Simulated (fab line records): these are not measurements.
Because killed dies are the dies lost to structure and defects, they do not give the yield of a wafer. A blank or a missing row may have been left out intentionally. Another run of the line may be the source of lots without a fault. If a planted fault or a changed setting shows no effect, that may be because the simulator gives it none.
The tool behind it: which one? + flow nand_harc + 11 lots with 33 wafers sampled at 5 steps, on a route of 1302 steps

WHAT THE GAUGES READ, wafer by wafer
NHARC_A_CONTACT_INSPECT_44.
| lot  | measured     | on                | raw_defect_count |
|------|--------------|-------------------|------------------|
| L076 | day 22 03:26 | defect_inspect-02 | 19 20 13         |
| L077 | day 22 15:46 | defect_inspect-01 | 96 107 93        |
| L079 | day 24 00:29 | defect_inspect-01 | 91 75 100        |
| L081 | day 24 19:34 | defect_inspect-01 | 61 62 73         |
| L086 | day 26 05:14 | defect_inspect-02 | 16 14 13         |
| L084 | day 25 21:05 | defect_inspect-01 | 49 70 58         |
| L088 | day 27 08:13 | defect_inspect-01 | 83 91 95         |
| L090 | day 27 18:16 | defect_inspect-02 | 25 28 20         |
| L091 | day 29 07:04 | defect_inspect-02 | 116 115 110      |
| L095 | day 30 13:05 | defect_inspect-02 | 12 15 17         |
| L097 | day 31 01:28 | defect_inspect-02 | 107 90 91        |

WHICH TOOL RAN EACH LOT (tool, then ch and the chambers of the sampled wafers, then the start)
| lot  | NHARC_A_STAIRCASE_HM_OPEN_463                 | NHARC_A_SGD_CUT_ETCH_58            | NHARC_A_SLIT_ETCH_24               | NHARC_A_WL_FILL_ETCHBACK_05       |
|------|-----------------------------------------------|------------------------------------|------------------------------------|-----------------------------------|
| L076 | rie_diel-01 ch 0,3, day 19 21:43 or earlier   | rie_diel-11 ch 0,3, day 19 21:43   | rie_diel-05 ch 0,3, day 20 13:46   | rie_metal-03 ch 0,1, day 21 06:49 |
| L077 | rie_diel-04 ch 0,1,3, day 20 10:13 or earlier | rie_diel-11 ch 1,2, day 20 10:13   | rie_diel-05 ch 1,3, day 20 22:48   | rie_metal-01 ch 1, day 21 16:11   |
| L079 | rie_diel-04 ch 0,1,2, day 21 15:37 or earlier | rie_diel-10 ch 2,3, day 21 15:37   | rie_diel-05 ch 0,2,3, day 22 04:16 | rie_metal-01 ch 0, day 23 01:41   |
| L081 | rie_diel-01 ch 2,3, day 22 12:22 or earlier   | rie_diel-11 ch 0,3, day 22 12:22   | rie_diel-03 ch 0,1,3, day 23 01:37 | rie_metal-01 ch 1, day 23 16:02   |
| L086 | rie_diel-07 ch 0,1,3, day 23 23:07 or earlier | rie_diel-09 ch 0,1,3, day 23 23:07 | rie_diel-02 ch 0,2,3, day 24 11:59 | rie_metal-03 ch 0,1, day 25 03:33 |
| L084 | rie_diel-04 ch 1,2,3, day 23 20:53 or earlier | rie_diel-11 ch 0,1,2, day 23 20:53 | rie_diel-05 ch 0,1,3, day 24 08:16 | rie_metal-02 ch 0,1, day 24 22:44 |
| L088 | rie_diel-07 ch 0,2,3, day 25 03:35 or earlier | rie_diel-10 ch 0,1,2, day 25 03:35 | rie_diel-03 ch 1,2, day 25 18:11   | rie_metal-02 ch 0,1, day 26 09:15 |
| L090 | rie_diel-01 ch 1,2,3, day 25 14:44 or earlier | rie_diel-11 ch 1,3, day 25 14:44   | rie_diel-05 ch 0,2, day 26 02:47   | rie_metal-02 ch 0,1, day 26 18:35 |
| L091 | rie_diel-01 ch 1,3, day 27 02:32 or earlier   | rie_diel-11 ch 1,3, day 27 02:32   | rie_diel-05 ch 0,2, day 27 14:39   | rie_metal-03 ch 0, day 28 08:50   |
| L095 | rie_diel-07 ch 1,2,3, day 28 12:31 or earlier | rie_diel-11 ch 0,1, day 28 12:31   | rie_diel-03 ch 2,3, day 29 00:10   | rie_metal-01 ch 1, day 29 14:34   |
| L097 | rie_diel-01 ch 0,1,3, day 28 20:30 or earlier | rie_diel-11 ch 1,3, day 28 20:30   | rie_diel-03 ch 2,3, day 29 12:39   | rie_metal-01 ch 0,1, day 30 03:14 |
- NHARC_A_STAIRCASE_HM_OPEN_463: chemistry O2/COS.
- NHARC_A_SGD_CUT_ETCH_58: etches the open film in CF4, target depth 39 nm, time 65 s.
- NHARC_A_SLIT_ETCH_24: etches the open film in CF4/CHF3, target depth 121 nm, time 60.5 s.
- NHARC_A_WL_FILL_ETCHBACK_05: etches the open film in Cl2/BCl3, target depth 22 nm, time 60 s.

THE ANSWER, worked out from the rows above alone
Rule: the lots themselves supply what counts as usual. Put in order of their means at a reading, lots are off if they are a third of the lots or fewer, leave a main group of 4 or more, and stand apart from it by a gap of 3 or more times the standard deviation of the main group's means; of several such gaps the widest counts. If all means in a main group match to the digits the tables above print for the reading, that group is not used. A lot without any number at a reading at which 4 lots or more have one is off too. Where the step has rows for the other lots, those lots are counted as sound.
No lot is off at any reading shown: from this, nothing can be told.

WHAT THE SIMULATOR PUT IN
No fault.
